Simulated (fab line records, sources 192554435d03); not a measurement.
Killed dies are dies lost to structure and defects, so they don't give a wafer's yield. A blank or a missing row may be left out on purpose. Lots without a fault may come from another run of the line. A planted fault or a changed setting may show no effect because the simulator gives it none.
Chamber matching | flow n5_finfet | N5_HKMG_FIN_ETCH_58 on rie_diel-06: 4 sister chambers
The step etches SOC in N2/H2, target depth 215.8 nm, time 741 s. 8 wafers are shown with their chamber, then 7 later ones without.

WAFERS WITH THEIR CHAMBER
wafer  | chamber | throttle_valve_pct (%) | showerhead_plenum_p_Torr (Torr)
L075.5 | 1       | 17.48                  | 2.55
L084.1 | 2       | 17.82                  | 2.61
L084.6 | 0       | 17.71                  | 2.49
L086.1 | 3       | 17.96                  | 2.54
L086.3 | 1       | 17.51                  | 2.54
L086.4 | 2       | 17.81                  | 2.61
L087.2 | 0       | 17.71                  | 2.49
L087.3 | 3       | 17.99                  | 2.54

WAFERS WITHOUT THEIR CHAMBER
wafer  | throttle_valve_pct (%) | showerhead_plenum_p_Torr (Torr)
L087.5 | 17.81                  | 2.61
L094.2 | 17.54                  | 2.53
L094.5 | 18.02                  | 2.54
L094.6 | 17.83                  | 2.60
L097.1 | 17.84                  | 2.60
L097.2 | 18.03                  | 2.54
L097.6 | 17.84                  | 2.60

WHICH CHAMBER EACH WENT THROUGH
wafer  | from the rows above | in truth
L087.5 | 2                   | 2
L094.2 | 1                   | 1
L094.5 | 3                   | 3
L094.6 | 2                   | 2
L097.1 | 2                   | 2
L097.2 | 3                   | 3
L097.6 | 2                   | 2
Placed correctly: 7 of 7. Can't be placed from these rows: 0. Placed wrongly: 0.
How it was worked out, from the rows above alone: a wafer's distance from a chamber is the root of the sum, over the readings, of the square of ((its reading less the chamber's mean) divided by the reading's scatter). The wafer belongs to the nearest chamber; if the next one is less than 2 further off, it can't be placed. A chamber's mean is the mean of its shown wafers. The scatter: the root of (the sum of the squares of (reading less its chamber's mean) over the shown wafers, divided by (wafers less chambers)).
